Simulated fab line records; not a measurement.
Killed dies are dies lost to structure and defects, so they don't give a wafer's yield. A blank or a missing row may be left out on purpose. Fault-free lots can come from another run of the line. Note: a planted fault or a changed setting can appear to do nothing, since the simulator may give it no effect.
fab line records	flow nand_harc
record: lots: 6	wafers: 18	last_day: 24
route steps=1159 shown A_M1@1047 A_BONDPAD@1059 END@1159
lots that met no fault: taken from a fault-free run of the same line
start_h: hours from the record's opening day to when the first of the lot's shown wafers began	wait_h: hours from the lot's prior step to this one	" as in the row above	L1.1+2: a row that stands for several wafers	- no value present, or no start provided	* or withheld: withheld	< > ~ a bound
route shown NAME@n: names a module that has steps shown in the file, with the first one's number in the route	usual: average and standard deviation across the fault-free wafers	same: alike in all rows	chamber/n: place in a boat	sites: each site's reading	_std_site: the values' standard deviation	_edge_site: inner sites' mean taken away from outer sites' mean	radius_mm: for every site, how far away it sits from the centre of the wafer	mask NAME#n: copy n	behind: the tool/chamber that last shaped the wafer	hold: why the lot was held/for how many hours/how that ended	device: the transistor (n, p or np) that didn't switch	end of line: tests of these same wafers at the route's end	step lacking rows: just its recipe	killed: at the first sort, the dies lost to defects and structure; wafer yield is something else	map: shows each die of a wafer: x if killed, . if not, _ if none is there
set.NAME: the setting that was run; set.NAME@STEP: the one run at that earlier step	model.NAME: the simulator's own value behind a step, which no gauge read
certain route steps with their lots: each step a table, each wafer a row
services: the hour from which a tool's chamber was out of use, counted from the record's first day as start_h (under 0 if before that day), plus the number of hours and why
== steps ==
step: NHARC_A_M1_PRE_CLEAN_30
recipe: time_s: 30	temp_c: 280	gas: H2/He
usual: heater_power_w: 426/46
lot.wafer	tool	chamber	start_h	wait_h	heater_power_w
L525.3	pvd_sputter-03	-	-	-	457
L525.2	"	-	"	"	487
L525.6	"	-	"	"	355
L532.2	pvd_sputter-01	-	-	-	393
L532.5	"	-	"	"	484
L532.6	"	-	"	"	412
L531.1	pvd_sputter-01	-	-	-	489
L531.2	"	-	"	"	406
L531.6	"	-	"	"	372
L534.1	pvd_sputter-03	-	-	-	478
L534.4	"	-	"	"	378
L534.6	"	-	"	"	464
L533.4	pvd_sputter-01	-	-	-	483
L533.6	"	-	"	"	478
L533.5	"	-	"	"	406
L545.3	pvd_sputter-03	-	-	-	374
L545.4	"	-	"	"	463
L545.5	"	-	"	"	394
step: NHARC_A_M1_PVD_20
recipe: target_thk_a: 50	bias_v: 168.6	power_w: 15000	chamber_pressure_pa: 0.12	time_s: 8.06	substrate_temp_c: 50	material: TaN
step: NHARC_A_M1_PVD_21
recipe: target_thk_a: 300	chamber_pressure_pa: 5	power_w: 5000	substrate_temp_c: 30	time_s: 20.49	material: Cu
usual: cathode_dc_power_W: 4999.9/0.96	throttle_valve_pct: 30.0/0.83
lot.wafer	tool	chamber	start_h	wait_h	cathode_dc_power_W	throttle_valve_pct
L525.3	pvd_sputter-03	-	-	-	4999.5	29.8
L525.2	"	-	"	"	4999.9	30.2
L525.6	"	-	"	"	5001.0	29.8
L532.2	pvd_sputter-01	-	-	-	4999.8	29.1
L532.5	"	-	"	"	4998.9	29.3
L532.6	"	-	"	"	5000.6	31.9
L531.1	pvd_sputter-01	-	-	-	4998.6	31.6
L531.2	"	-	"	"	4998.4	29.5
L531.6	"	-	"	"	4999.9	29.1
L534.4	pvd_sputter-03	-	-	-	5001.4	29.5
L534.1	"	-	"	"	4999.3	30.1
L534.6	"	-	"	"	5000.7	30.7
L533.4	pvd_sputter-01	-	-	-	5001.2	30.5
L533.6	"	-	"	"	5000.0	29.3
L533.5	"	-	"	"	5000.9	31.0
L545.3	pvd_sputter-03	-	-	-	5001.8	29.7
L545.4	"	-	"	"	4999.7	30.2
L545.5	"	-	"	"	4999.4	30.2
step: NHARC_A_M1_ECD_22
recipe: target_thk_a: 4000	bath_temp_c: 25	material: Cu
step: NHARC_A_M1_ANNEAL_31
recipe: temp_c: 225	time_s: 90
step: NHARC_A_M1_CMP_23
recipe: t_overpolish_s: 20	target_thk_nm: 154.34
step: NHARC_A_M1_THK_MEAS_24
recipe: thk_meas_gauge: xrf
usual: thk_nm: 153.8/1.4
lot.wafer	tool	chamber	start_h	wait_h	thk_nm
L525.2	film_metro-02	-	410.20	-	154.6
L525.3	"	-	"	"	154.5
L525.6	"	-	"	"	150.5
L532.2	film_metro-01	-	462.37	-	150.5
L532.5	"	-	"	"	155.1
L532.6	"	-	"	"	153.5
L531.1	film_metro-01	-	462.79	-	154.5
L531.2	"	-	"	"	155.0
L531.6	"	-	"	"	154.6
L534.1	film_metro-01	-	470.24	-	153.7
L534.4	"	-	"	"	153.8
L534.6	"	-	"	"	153.0
L533.4	film_metro-01	-	481.30	-	155.6
L533.5	"	-	"	"	154.1
L533.6	"	-	"	"	155.9
L545.3	film_metro-02	-	537.74	-	152.5
L545.4	"	-	"	"	154.6
L545.5	"	-	"	"	155.3
step: NHARC_A_M1_SRD_25
step: NHARC_A_M1_INSPECT_27
usual: raw_defect_count: 431/100
lot.wafer	tool	chamber	start_h	wait_h	raw_defect_count
L525.2	defect_inspect-02	-	410.42	0.0	235
L525.3	"	-	"	"	428
L525.6	"	-	"	"	365
L532.2	defect_inspect-01	-	462.53	0.0	301
L532.5	"	-	"	"	280
L532.6	"	-	"	"	362
L531.1	defect_inspect-02	-	462.95	0.0	568
L531.2	"	-	"	"	501
L531.6	"	-	"	"	610
L534.1	defect_inspect-01	-	470.40	0.0	489
L534.4	"	-	"	"	410
L534.6	"	-	"	"	405
L533.4	defect_inspect-01	-	481.46	0.0	338
L533.5	"	-	"	"	375
L533.6	"	-	"	"	422
L545.3	defect_inspect-02	-	537.91	0.0	321
L545.4	"	-	"	"	468
L545.5	"	-	"	"	235
step: NHARC_A_M1_PRE_CLEAN_32
recipe: time_s: 12	temp_c: 370	rf_power_w: 300	gas: NH3
step: NHARC_A_M1_DEP_33
recipe: target_thk_a: 300	temp_c: 370	target_thk_nm: 30	pressure_torr: 3	flow_sccm: 200	rf_w: 450	material: SiCN
step: NHARC_A_BONDPAD_DEP_00
recipe: target_thk_a: 2500	temp_c: 370	target_thk_nm: 250	pressure_torr: 3	flow_sccm: 200	rf_w: 450	material: SiCN
usual: heater_power_w: 628/85
lot.wafer	tool	chamber	start_h	wait_h	heater_power_w	since_wet_clean_h
L525.3	pecvd-03	0	411.12	-	522	106
L525.2	"	1	"	"	683	106
L525.6	"	1	"	"	550	-
L532.2	pecvd-01	2	463.30	-	569	32
L532.6	"	0	"	"	638	-
L532.5	"	2	"	"	588	-
L531.1	pecvd-03	2	463.86	-	597	159
L531.2	"	0	"	"	589	159
L531.6	"	1	"	"	644	-
L534.1	pecvd-01	1	471.14	-	708	40
L534.6	"	1	"	"	720	-
L534.4	"	2	"	"	584	-
L533.6	pecvd-01	2	482.53	-	499	-
L533.5	"	0	"	"	639	-
L533.4	"	1	"	"	625	-
L545.3	pecvd-03	2	538.65	-	633	52
L545.4	"	1	"	"	694	-
L545.5	"	0	"	"	594	-
step: NHARC_A_BONDPAD_CMP_29
recipe: target_thk_nm: 200	material: SiCN
step: NHARC_A_BONDPAD_THK_MEAS_30
recipe: thk_meas_gauge: ellipsometry
usual: thk_nm: 200.0/1.5
lot.wafer	tool	chamber	start_h	wait_h	thk_nm
L525.2	film_metro-02	-	411.77	0.2	200.0
L525.3	"	-	"	"	195.9
L525.6	"	-	"	"	198.8
L532.2	film_metro-02	-	464.02	0.2	199.4
L532.5	"	-	"	"	198.2
L532.6	"	-	"	"	199.2
L531.1	film_metro-01	-	464.47	0.2	200.1
L531.2	"	-	"	"	200.3
L531.6	"	-	"	"	199.8
L534.1	film_metro-02	-	471.76	0.2	198.7
L534.4	"	-	"	"	199.7
L534.6	"	-	"	"	195.3
L533.4	film_metro-01	-	483.05	0.2	199.2
L533.5	"	-	"	"	202.0
L533.6	"	-	"	"	200.4
L545.3	film_metro-01	-	539.26	0.2	200.0
L545.4	"	-	"	"	200.3
L545.5	"	-	"	"	201.8
step: NHARC_A_BONDPAD_SRD_31
step: NHARC_A_BONDPAD_DEHYDRATE_01
recipe: temp_c: 150	time_s: 120
step: NHARC_A_BONDPAD_HMDS_02
recipe: time_s: 30
step: NHARC_A_BONDPAD_COAT_33
recipe: temp_c: 200	time_s: 65
step: NHARC_A_BONDPAD_COAT_03
recipe: spin_rpm: 2000	resist_thk_nm: 600
step: NHARC_A_BONDPAD_SOFTBAKE_04
recipe: temp_c: 125	time_s: 70
step: NHARC_A_BONDPAD_EBR_05
step: NHARC_A_BONDPAD_EXPOSE_06
recipe: na: 0.55	dose_mj: 36.99	mask_id: A_BPAD
step: NHARC_A_BONDPAD_PEB_07
recipe: peb_temp_c: 128	peb_time_s: 80
step: NHARC_A_BONDPAD_DEVELOP_08
recipe: time_s: 50	dev_temp_c: 22
step: NHARC_A_BONDPAD_CD_MEAS_09
recipe: target_cd_nm: 500	landing_energy_ev: 500
usual: cd_nm: 500.3/1.4
lot.wafer	tool	chamber	start_h	wait_h	cd_nm
L525.2	cd_sem-03	0	412.34	-	501.8
L525.3	"	0	"	"	501.0
L525.6	"	0	"	"	499.3
L532.2	cd_sem-03	0	464.59	-	499.5
L532.5	"	0	"	"	500.9
L532.6	"	0	"	"	498.3
L531.1	cd_sem-02	0	465.04	-	499.2
L531.2	"	0	"	"	499.4
L531.6	"	0	"	"	498.1
L534.1	cd_sem-03	0	472.32	-	503.0
L534.4	"	0	"	"	502.7
L534.6	"	0	"	"	502.5
L533.4	cd_sem-01	0	483.62	-	500.6
L533.5	"	0	"	"	500.4
L533.6	"	0	"	"	502.2
L545.3	cd_sem-03	0	539.83	-	500.4
L545.4	"	0	"	"	501.3
L545.5	"	0	"	"	500.8
step: NHARC_A_BONDPAD_OVL_MEAS_35
usual: overlay_x_nm: -1/5.9	overlay_y_nm: 0/7.1
lot.wafer	tool	chamber	start_h	wait_h	overlay_x_nm	overlay_y_nm
L525.2	overlay-02	-	412.43	-	-7	2
L525.3	"	-	"	"	-8	3
L525.6	"	-	"	"	-7	3
L532.2	overlay-01	-	464.68	-	-8	6
L532.5	"	-	"	"	-7	6
L532.6	"	-	"	"	-7	6
L531.1	overlay-02	-	465.12	-	-4	-17
L531.2	"	-	"	"	-5	-17
L531.6	"	-	"	"	-5	-17
L534.1	overlay-01	-	472.41	-	-1	0
L534.4	"	-	"	"	-1	-1
L534.6	"	-	"	"	-1	0
L533.4	overlay-01	-	483.70	-	2	0
L533.5	"	-	"	"	2	-1
L533.6	"	-	"	"	1	0
L545.3	overlay-02	-	539.91	-	7	11
L545.4	"	-	"	"	6	12
L545.5	"	-	"	"	7	11
step: NHARC_A_BONDPAD_HARDBAKE_10
recipe: temp_c: 118	time_s: 65
step: NHARC_A_BONDPAD_DESCUM_11
recipe: time_s: 3	o2_flow_sccm: 200	ar_flow_sccm: 0	bias_power_w: 0	chemistry: O2
step: NHARC_A_BONDPAD_ETCH_34
recipe: target_depth_a: 600	overetch_a: 180	time_s: 65.91	ion_energy_ev: 200	n2_flow_sccm: 150	h2_flow_sccm: 150	ar_flow_sccm: 0	rf_w: 400	bias_w: 150	chemistry: N2/H2
step: NHARC_A_BONDPAD_ETCH_12
recipe: target_depth_a: 2200	time_s: 110	chf3_flow_sccm: 50	o2_flow_sccm: 10	ar_flow_sccm: 200	rf_w: 500	bias_w: 200	chemistry: CHF3/O2
step: NHARC_A_BONDPAD_CD_MEAS_13
usual: cd_nm: 499.7/1.6
lot.wafer	tool	chamber	start_h	wait_h	cd_nm
L525.2	cd_sem-03	-	412.87	-	500.7
L525.3	"	-	"	"	501.8
L525.6	"	-	"	"	498.3
L532.2	cd_sem-03	-	465.12	-	498.0
L532.5	"	-	"	"	500.0
L532.6	"	-	"	"	497.5
L531.1	cd_sem-01	-	465.56	-	498.5
L531.2	"	-	"	"	499.3
L531.6	"	-	"	"	498.4
L534.1	cd_sem-02	-	472.90	-	502.1
L534.4	"	-	"	"	502.1
L534.6	"	-	"	"	501.3
L533.4	cd_sem-03	-	484.15	-	501.4
L533.5	"	-	"	"	500.5
L533.6	"	-	"	"	503.2
L545.3	cd_sem-02	-	540.46	-	499.6
L545.4	"	-	"	"	500.8
L545.5	"	-	"	"	500.1
step: NHARC_A_BONDPAD_STRIP_15
recipe: o2_flow_sccm: 500	ar_flow_sccm: 0	bias_w: 0	chemistry: O2
step: NHARC_A_BONDPAD_ETCH_24
recipe: target_depth_a: 300	over_etch_frac: 0.3	time_s: 72.99	ion_energy_ev: 150	cf4_flow_sccm: 50	n2_flow_sccm: 100	ar_flow_sccm: 150	rf_w: 300	bias_w: 100	chemistry: CF4/N2
step: NHARC_A_BONDPAD_STRIP_16
recipe: time_s: 600	temp_c: 30	chemistry: post_etch_residue_remover
step: NHARC_A_BONDPAD_DEGAS_25
recipe: temp_c: 300	time_s: 60
step: NHARC_A_BONDPAD_PRE_CLEAN_26
recipe: time_s: 30	temp_c: 280	gas: H2/He
usual: heater_power_w: 426/45
lot.wafer	tool	chamber	start_h	wait_h	heater_power_w
L525.2	pvd_sputter-02	-	-	-	410
L525.3	"	-	"	"	379
L525.6	"	-	"	"	420
L532.2	pvd_sputter-02	-	-	-	376
L532.5	"	-	"	"	498
L532.6	"	-	"	"	383
L531.1	pvd_sputter-01	-	-	-	413
L531.2	"	-	"	"	437
L531.6	"	-	"	"	416
L534.4	pvd_sputter-01	-	-	-	437
L534.1	"	-	"	"	470
L534.6	"	-	"	"	409
L533.4	pvd_sputter-01	-	-	-	413
L533.5	"	-	"	"	379
L533.6	"	-	"	"	487
L545.3	pvd_sputter-01	-	-	-	396
L545.4	"	-	"	"	379
L545.5	"	-	"	"	476
step: NHARC_A_BONDPAD_PVD_17
recipe: target_thk_a: 50	bias_v: 168.6	power_w: 15000	chamber_pressure_pa: 0.12	time_s: 8.06	substrate_temp_c: 50	material: TaN
step: NHARC_A_BONDPAD_PVD_27
recipe: target_thk_a: 300	chamber_pressure_pa: 5	power_w: 5000	substrate_temp_c: 30	time_s: 20.49	material: Cu
step: NHARC_A_BONDPAD_ECD_18
recipe: target_thk_a: 4000	bath_temp_c: 25	material: Cu
step: NHARC_A_BONDPAD_ANNEAL_28
recipe: temp_c: 225	time_s: 90
usual: wafer_temp_C_max: 225.8/0.32
lot.wafer	tool	chamber	start_h	wait_h	wafer_temp_C_max
L525.2	rtp_anneal-02	0	414.29	0.4	225.8
L525.3	"	0	"	"	225.4
L525.6	"	0	"	"	225.7
L532.2	rtp_anneal-02	0	466.72	-	225.6
L532.5	"	0	"	"	225.6
L532.6	"	0	"	"	225.4
L531.1	rtp_anneal-01	0	467.02	0.4	225.8
L531.2	"	0	"	"	226.1
L531.6	"	0	"	"	226.2
L534.1	rtp_anneal-02	0	474.31	-	225.7
L534.4	"	0	"	"	225.6
L534.6	"	0	"	"	225.2
L533.4	rtp_anneal-01	0	485.87	-	226.2
L533.5	"	0	"	"	226.1
L533.6	"	0	"	"	226.0
L545.3	rtp_anneal-01	0	541.92	0.3	226.0
L545.4	"	0	"	"	225.9
L545.5	"	0	"	"	226.2
step: NHARC_A_BONDPAD_CMP_19
recipe: t_overpolish_s: 30	cu_recess_touch_s: 16	target_thk_nm: 169.8
usual: motor_current_A: 12.0/1.1	overpolish_run_s: 30.000/0.0091
same: cu_recess_touch_s: 16
lot.wafer	tool	chamber	start_h	wait_h	motor_current_A	overpolish_run_s
L525.3	cmp-03	1	414.62	-	11.9	29.995
L525.2	"	2	"	"	11.8	30.007
L525.6	"	1	"	"	11.7	29.986
L532.2	cmp-03	0	467.04	-	12.6	29.989
L532.6	"	3	"	"	13.5	29.990
L532.5	"	0	"	"	12.6	30.005
L531.1	cmp-04	3	467.40	-	11.3	29.995
L531.2	"	0	"	"	14.1	29.987
L531.6	"	2	"	"	12.0	30.001
L534.4	cmp-04	0	474.65	-	13.7	29.997
L534.1	"	1	"	"	10.1	30.000
L534.6	"	0	"	"	13.5	29.989
L533.4	cmp-03	3	486.06	-	13.6	29.992
L533.6	"	3	"	"	13.4	29.992
L533.5	"	0	"	"	13.0	29.993
L545.3	cmp-04	1	542.19	-	10.5	29.991
L545.4	"	2	"	"	12.4	29.991
L545.5	"	1	"	"	11.3	30.000
step: NHARC_END_SORT_01
recipe: temp_c: 25
usual: defect_limited_yield: 95.3/1.7	killed_at_array: 28/11	killed_at_other: 0.7/1.1	killed_at_periphery: 2.9/2	killed_dies: 32/11	killed_open: 3.2/1.8	killed_short: 2.0/1.4	sort_bin_2_pct: 1.5/0.67	sort_bin_3_pct: 0.28/0.24	sort_bin_4_pct: 2.9/1.1	sort_n_pass: 645/11	sort_rim_yield_pct: 95.7/2.6	sort_yield_pct: 95.3/1.7
same: gross_dies: 677	sort_bin_5_pct[%]: 0	sort_bin_6_pct[%]: 0	sort_bin_7_pct[%]: 0	sort_bin_8_pct[%]: 0	sort_rim_n_gross: 106.00
lot.wafer	tool	chamber	start_h	wait_h	defect_limited_yield[%]	killed_at_array	killed_at_other	killed_at_periphery	killed_dies	killed_open	killed_short	sort_bin_2_pct[%]	sort_bin_3_pct[%]	sort_bin_4_pct[%]	sort_n_pass	sort_rim_yield_pct[%]	sort_yield_pct[%]
L532.2	prober-01	0	493.25	2.8	95.9	24	0	4	28	4	2	1.3	0.44	2.4	649	96.2	95.9
L532.5	prober-01	0	495.65	3.7	96.9	16	1	4	21	4	1	1.2	0	1.9	656	94.3	96.9
L532.6	prober-01	0	496.45	4.0	95.4	29	0	2	31	2	3	1.0	0.59	3.0	646	92.5	95.4
L531.1	prober-01	0	500.27	2.5	90.4	62	0	3	65	1	5	3.2	0.74	5.6	612	93.4	90.4
L531.2	prober-01	0	501.06	2.8	91.0	61	0	0	61	3	1	2.2	0.59	6.2	616	93.4	91.0
L531.6	prober-01	0	504.25	4.0	94.2	37	1	1	39	2	1	1.9	0.74	3.1	638	96.2	94.2
L534.1	prober-02	0	509.98	2.4	98.5	10	0	0	10	1	1	0.3	0	1.2	667	96.2	98.5
L534.4	prober-02	0	512.37	3.4	88.2	79	0	1	80	3	2	3.5	3.69	4.6	597	85.8	88.2
L534.6	prober-02	0	513.96	4.0	96.9	17	0	4	21	3	2	0.9	0.30	1.9	656	92.5	96.9
L533.6	prober-02	0	521.74	4.0	85.5	95	0	3	98	4	2	5.0	3.69	5.8	579	82.1	85.5
L545.3	prober-02	0	571.45	3.1	96.6	20	0	3	23	1	4	0.9	0	2.5	654	99.1	96.6
L545.4	prober-02	0	572.25	3.4	96.8	17	1	4	22	6	1	1.3	0	1.9	655	95.3	96.8
L545.5	prober-02	0	573.05	3.7	96.8	18	0	4	22	5	2	1.2	0	2.1	655	96.2	96.8
killed by level:class
L532.2 A_SLIT:chamber_film_flake=8 A_CHANNEL_HOLE_D1:chamber_film_flake=6 P_ZERO_WELL:chamber_film_flake=3 A_CHANNEL_FILL_D1:chamber_film_flake=2 A_WL_FILL:chamber_film_flake=2 P_M0:geometric_particle:short=1 A_CHANNEL_FILL_D1:geometric_particle:short=1 A_CHANNEL_FILL_D1:geometric_particle:open=1
L532.5 A_SLIT:chamber_film_flake=8 A_STAIRCASE:chamber_film_flake=3 A_CONTACT:geometric_particle:open=2 P_ZERO_WELL:chamber_film_flake=2 P_STI:geometric_particle:open=1 A_CONTACT:geometric_particle:short=1 STARTING-WAFER:geometric_particle:open=1 P_GATE:chamber_film_flake=1
L532.6 A_SLIT:chamber_film_flake=14 A_STAIRCASE:chamber_film_flake=4 A_CHANNEL_HOLE_D1:chamber_film_flake=4 P_M0:geometric_particle:short=1 A_CHANNEL_FILL_D1:geometric_particle:open=1 A_STAIRCASE:geometric_particle:short=1 A_WL_FILL:geometric_particle:short=1 A_CONTACT:geometric_particle:open=1
L531.1 A_CONTACT:chamber_film_flake=17 A_CHANNEL_HOLE_D1:chamber_film_flake=16 A_SLIT:chamber_film_flake=14 A_STAIRCASE:chamber_film_flake=9 A_CHANNEL_FILL_D1:chamber_film_flake=2 P_GATE:geometric_particle:short=1 P_GATE:geometric_particle:open=1 P_M0:geometric_particle:short=1
L531.2 A_CHANNEL_HOLE_D1:chamber_film_flake=22 A_CONTACT:chamber_film_flake=15 A_SLIT:chamber_film_flake=9 A_STAIRCASE:chamber_film_flake=8 A_CHANNEL_FILL_D1:chamber_film_flake=3 A_CHANNEL_FILL_D1:geometric_particle:open=1 A_SGD_CUT:geometric_particle:short=1 A_WL_FILL:geometric_particle:open=1
L531.6 A_CHANNEL_HOLE_D1:chamber_film_flake=13 A_SLIT:chamber_film_flake=10 A_CONTACT:chamber_film_flake=9 A_STAIRCASE:chamber_film_flake=2 P_CONTACT:geometric_particle:open=1 A_CHANNEL_HOLE_D1:geometric_particle:short=1 A_BLC:geometric_particle:open=1 A_CHANNEL_FILL_D1:chamber_film_flake=1
L534.1 A_CHANNEL_HOLE_D1:chamber_film_flake=4 A_WL_FILL:geometric_particle:short=1 A_M0:geometric_particle:open=1 A_STAIRCASE:chamber_film_flake=1 A_SGD_CUT:chamber_film_flake=1 A_WL_FILL:chamber_film_flake=1 A_CONTACT:chamber_film_flake=1
L534.4 A_BONDPAD:unspecified=65 A_STAIRCASE:chamber_film_flake=3 A_SGD_CUT:chamber_film_flake=3 A_CONTACT:chamber_film_flake=3 P_CONTACT:geometric_particle:open=1 A_SOURCE_PLATE:geometric_particle:short=1 A_CHANNEL_HOLE_D1:geometric_particle:short=1 A_CONTACT:geometric_particle:open=1
L534.6 A_CHANNEL_HOLE_D1:chamber_film_flake=6 A_STAIRCASE:chamber_film_flake=5 P_M0:geometric_particle:open=2 A_CONTACT:chamber_film_flake=2 P_STI:geometric_particle:short=1 A_ONON_D1:geometric_particle:short=1 A_CONTACT:geometric_particle:open=1 P_M1:chamber_film_flake=1
L533.6 A_BONDPAD:unspecified=69 A_SLIT:chamber_film_flake=13 A_CONTACT:chamber_film_flake=4 A_CHANNEL_HOLE_D1:chamber_film_flake=3 A_CHANNEL_FILL_D1:geometric_particle:open=2 A_CONTACT:geometric_particle:open=2 P_M0:chamber_film_flake=2 P_M0:geometric_particle:short=1
L545.3 A_CHANNEL_HOLE_D1:chamber_film_flake=7 A_CONTACT:chamber_film_flake=6 A_ONON_D1:geometric_particle:short=2 A_STAIRCASE:chamber_film_flake=2 P_CONTACT:geometric_particle:short=1 A_WL_FILL:geometric_particle:short=1 A_M0:geometric_particle:open=1 P_ZERO_WELL:chamber_film_flake=1
L545.4 A_CHANNEL_HOLE_D1:chamber_film_flake=6 A_WL_FILL:chamber_film_flake=3 A_CONTACT:geometric_particle:open=2 P_GATE:chamber_film_flake=2 A_CONTACT:chamber_film_flake=2 P_M0:geometric_particle:open=1 A_CHANNEL_HOLE_D1:geometric_particle:open=1 A_CHANNEL_HOLE_D1:geometric_particle:short=1
L545.5 A_CHANNEL_HOLE_D1:chamber_film_flake=5 A_STAIRCASE:chamber_film_flake=3 A_CONTACT:chamber_film_flake=3 P_ZERO_WELL:chamber_film_flake=2 P_GATE:chamber_film_flake=2 A_SOURCE_PLATE:geometric_particle:short=1 A_SOURCE_PLATE:geometric_particle:open=1 A_ONON_D1:geometric_particle:open=1
map L533.6 (x killed, . not)
____________.____________
_________......._________
_______..........._______
______.............______
_____..............._____
____...........x.....____
____.................____
___.......x..x.....x..___
___................x.x___
__.................xx..__
__.....................__
_......................._
_.................x....._
_......................._
_......................._
_....................x.._
......x.............x....
.........................
.x....x..................
...xx....................
.xxxxx...................
_xxxxx.................._
_xxxxxx................._
_xxxxxxx............x..._
_xxxxxxxx........x......_
_xxxxxxxx..............._
__xxxxxxx..............__
__xxxxxx...............__
___xxxx.........x.x...___
___xxxx.....x.........___
____xxx.........xx.xx____
____xx.x..........x.x____
_____.x.........x.xx_____
______.........x...______
_______..........._______
_________......._________
____________.____________
map L534.4 (x killed, . not)
____________.____________
_________......._________
_______..........._______
______.............______
_____..............._____
____...x.............____
____.................____
___...................___
___...................___
__...................x.__
__...x.................__
_.................x....._
_..............x........_
_......................._
_......................._
_......................._
.........................
..................x.x....
...x.....................
..........x..............
.xx.xx...................
_xxxx.x................._
_xxxxxx................._
_xxxxxxx................_
_xxxxxxx................_
_xxxxxx................._
__xxxxxx...............__
__xxxxxx.......x.......__
___xxxxxx.............___
___xxxx.............x.___
____xxx..........x...____
____xxxx........xx...____
_____x.............._____
______x............______
_______..........._______
_________......._________
____________.____________
== services ==
tool	chamber	start_h	hours	kind
pvd_sputter-02	-	385.61	10.0	repair
cmp-04	-	407.49	4.0	pm
cmp-04	-	411.49	-	consumable_replace:conditioner
cmp-04	-	411.49	-	consumable_replace:pad
pecvd-01	-	418.00	13.0	pm
pecvd-01	0	418.00	13.0	vent_cycle
pecvd-01	1	418.00	13.0	vent_cycle
pecvd-01	2	418.00	13.0	vent_cycle
pvd_sputter-03	-	418.19	5.3	repair
pecvd-01	0	431.00	-	clean
pecvd-01	1	431.00	-	clean
pecvd-01	2	431.00	-	clean
pvd_sputter-03	-	431.64	1.4	repair
cmp-03	-	436.45	0.8	repair
cmp-03	-	450.09	4.0	pm
cmp-03	-	454.09	-	consumable_replace:conditioner
cmp-03	-	454.09	-	consumable_replace:pad
pecvd-01	1	457.64	9.6	repair
pvd_sputter-03	-	458.00	10.0	pm
pecvd-03	-	473.31	13.0	pm
pecvd-03	0	473.31	13.0	vent_cycle
pecvd-01	1	499.41	4.8	repair
cmp-04	-	505.50	4.0	pm
pvd_sputter-01	-	514.05	10.0	pm
== key ==
first_sign: step: NHARC_END_SORT_01	reading: killed_at_array	direction: up	sigmas: 5.3	usual: 28	struck: 87
effect: step: NHARC_END_SORT_01	reading: defect_limited_yield	direction: down	sigmas: 5	usual: 95.3	struck: 86.9
more_kills_born_at: NHARC_A_BONDPAD_DEP_00@pecvd-01: 134
met_at NHARC_A_BONDPAD_DEP_00
struck_wafers L533.6,L534.4
onset_between 463.30 471.14
fault: kind: chamber_particle_source	tool: pecvd-01	chamber: 2	onset_h: 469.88	steps: NHARC_A_BONDPAD_DEP_00	rate_per_visit_cm2: 1.3783	end_h: 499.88
